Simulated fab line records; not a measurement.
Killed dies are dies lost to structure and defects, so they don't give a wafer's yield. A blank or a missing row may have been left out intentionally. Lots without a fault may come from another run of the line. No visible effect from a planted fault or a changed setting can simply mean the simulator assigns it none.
A struck lot beside a sound one | flow nandHarc | 14 steps out of a route of 1302
Sound: the wafers L696.2, L696.3, L696.4. Struck: wafer L700.3 (L700.5, L700.6, from the same lot, were not struck and are left out); the cause is given at the end.
Per side, at each step with rows, come the tool, then ch with its chambers, and then its first start. Under that, the readings that differ: sound wafers | struck wafers | difference of the means | sigmas: that difference in standard deviations of wafers without a fault.
alike: readings whose means differ by less than 2 such deviations, and words and numbers that are the same on both sides. not compared: withheld readings, readings that some wafer has no value for, bounds like >300 that may hide the same value, and numbers for which the record gives no deviation and whose values overlap.
Wherever a step has rows on one side only, a row that says differs or no value, or a row with sigmas, the two part there. Numbers that don't overlap but have no deviation are shown without sigmas and don't part them. Lack of a reading on every wafer of one side parts them only where that side has two or more wafers.

NHARC_THIN_TSV_DEP_43: deposits SiO2, target thk 1328.5 nm.
  sound on pecvd-01 ch 0,2, day 28 04:33; struck on pecvd-04 ch 1, day 29 23:34
  alike: showerheadVppV, throttleValvePct
then, 8 steps without rows for these wafers: NHARC_THIN_TSV_DEHYDRATE_04 (time 120 s); NHARC_THIN_TSV_HMDS_05 (time 30 s); NHARC_THIN_TSV_COAT_06; NHARC_THIN_TSV_SOFTBAKE_07 (time 95 s); NHARC_THIN_TSV_EBR_08; NHARC_THIN_TSV_EXPOSE_09 (exposes mask TSV); NHARC_THIN_TSV_PEB_10 (peb time 85 s); NHARC_THIN_TSV_DEVELOP_11 (time 70 s).
NHARC_THIN_TSV_CD_MEAS_12: the cd target is 1000 nm.
  sound on cdSem-02 ch 0, day 28 05:22; struck on cdSem-02 ch 0, day 30 00:12
  alike: cdNm
then, 1 step without rows for these wafers: NHARC_THIN_TSV_HARDBAKE_13 (time 80 s).
NHARC_THIN_TSV_DESCUM_14: chemistry O2, time 3 s.
  sound on rieDiel-05 ch 0,1,2, day 28 05:32; struck on rieDiel-07 ch 3, day 30 00:21
reading             | sound          | struck | difference | sigmas
rfHoursCounterH (h) | 4 3 4          | 2      | -2         | 
rfVppV (V)          | 59.6 58.6 58.5 | 56.6   | -2.3       | -3
  alike: drypumpMotorCurrentA, oesProductAu, showerheadPlenumPTorr, throttleValvePct
NHARC_THIN_TSV_ETCH_44: etches the open film in CF4/O2, target depth 1594.2 nm, time 797.1 s.
  sound on rieDiel-05 ch 0,1,2, day 28 05:40; struck on rieDiel-07 ch 3, day 30 00:33
reading             | sound             | struck | difference | sigmas
oesProductAu (a.u.) | 1.016 1.003 0.987 | 0.850  | -0.152     | -17
rfHoursCounterH (h) | 3 4 4             | 2      | -2         | 
  alike: drypumpMotorCurrentA, rfVppV, showerheadPlenumPTorr, throttleValvePct
NHARC_THIN_TSV_ETCH_15: target depth 3000 nm, bosch target overetch cycles 2, bosch etch step 2.8 s.
  sound on rieSi-02 ch 0,1,2, day 28 06:11; struck on rieSi-03 ch 1, day 30 01:01
reading             | sound       | struck | difference | sigmas
rfHoursCounterH (h) | 0.1 0.1 0.1 | 0.8    | +0.7       | 
  alike: drypumpMotorCurrentA

== WHERE THEY PART ==
Last at NHARC_THIN_TSV_ETCH_44 as far as this record goes, first at NHARC_THIN_TSV_DESCUM_14. Later steps at which nothing parts them and some readings are alike: NHARC_THIN_TSV_ETCH_15.

WHY: what had been put in by the simulator
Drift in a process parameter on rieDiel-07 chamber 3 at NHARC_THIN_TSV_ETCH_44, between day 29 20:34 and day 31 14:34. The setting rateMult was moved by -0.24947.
